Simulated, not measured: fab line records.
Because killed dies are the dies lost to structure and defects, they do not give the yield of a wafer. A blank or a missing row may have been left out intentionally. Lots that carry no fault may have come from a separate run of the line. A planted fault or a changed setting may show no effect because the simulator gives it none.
One fault seen from 2 desks / flow nand harc / each desk has only its own numbers; what lay behind them comes last

## THE TOOL OWNER'S DESK: krf scanner-04
The tool's own readings at NHARC_P_GATE_EXPOSE_88 (exposes mask P HVN, target cd 2000 nm): means of the sampled wafers that have a number, for each lot that ran on this tool. Marked OUT: a lot whose mean sits more than 4 standard deviations from the usual mean, which makes it out of limits; the brackets give that distance.
Columns: A = exposure dose mJ cm2 at NHARC_P_GATE_EXPOSE_88, usual 11.868
lot=L126; first seen here=day 5 17:01; A=11.868
lot=L129; first seen here=day 6 21:56; A=11.863
lot=L130; first seen here=day 7 13:08; A=11.877
lot=L131; first seen here=day 7 16:56; A=11.847
lot=L133; first seen here=day 8 12:01; A=11.877
lot=L134; first seen here=day 9 06:56; A=11.877
lot=L135; first seen here=day 9 14:24; A=11.868
lot=L146; first seen here=day 13 20:05; A=15.781 (+99 or more) OUT
lot=L147; first seen here=day 14 08:14; A=15.772 (+99 or more) OUT
lot=L149; first seen here=day 15 02:36; A=15.783 (+99 or more) OUT
This desk's verdict: out of limits on L146, L147, L149, starting with L146 at day 13 20:05 (exposure dose mJ cm2 at NHARC_P_GATE_EXPOSE_88). Within limits: L126, L129, L130, L131, L133, L134, L135.

## METROLOGY DESK
What the gauges read, lot by lot, whatever tool the lot ran on: means of the sampled wafers that have a number. Marked OUT: a lot whose mean sits more than 4 standard deviations from the usual mean, which makes it out of limits; the brackets give that distance.
Columns: A = cd nm at NHARC_P_GATE_CD_MEAS_91, usual 1999.9 nm
lot=L126; first seen here=day 5 17:10; A=1995.9
lot=L129; first seen here=day 6 22:05; A=2002.3
lot=L130; first seen here=day 7 13:17; A=2002.3
lot=L131; first seen here=day 7 17:05; A=2001.7
lot=L132; first seen here=day 8 11:29; A=2002.4
lot=L133; first seen here=day 8 12:10; A=2001.4
lot=L134; first seen here=day 9 07:05; A=1999.8
lot=L135; first seen here=day 9 14:33; A=1999.2
lot=L146; first seen here=day 13 20:15; A=2046.1 (+18) OUT
lot=L147; first seen here=day 14 08:23; A=2046.9 (+19) OUT
lot=L148; first seen here=day 14 23:42; A=1998.0
lot=L149; first seen here=day 15 02:45; A=2051.5 (+21) OUT
This desk's verdict: out of limits on L146, L147, L149, starting with L146 at day 13 20:15 (cd nm at NHARC_P_GATE_CD_MEAS_91). Within limits: L126, L129, L130, L131, L132, L133, L134, L135, L148.

## TAKEN TOGETHER
On L146, L147, L149, at day 13 20:05, an alarm was possible from the tool owner's desk.
On L146, L147, L149, the metrology desk was in a position to raise an alarm at day 13 20:15.
Of the lots named, all ran NHARC_P_GATE_EXPOSE_88 on krf scanner-04.

## WHAT THE SIMULATOR HAD INSERTED
Process parameter drift: krf scanner-04, from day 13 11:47 on, at NHARC_P_GATE_EXPOSE_88. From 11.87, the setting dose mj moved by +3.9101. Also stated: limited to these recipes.
Lots struck among those shown: L146, L147, L149.
Delay (hours) between the fault's onset and each desk's first out-of-limits reading: 8 at the tool owner's desk, 8 at the metrology desk.
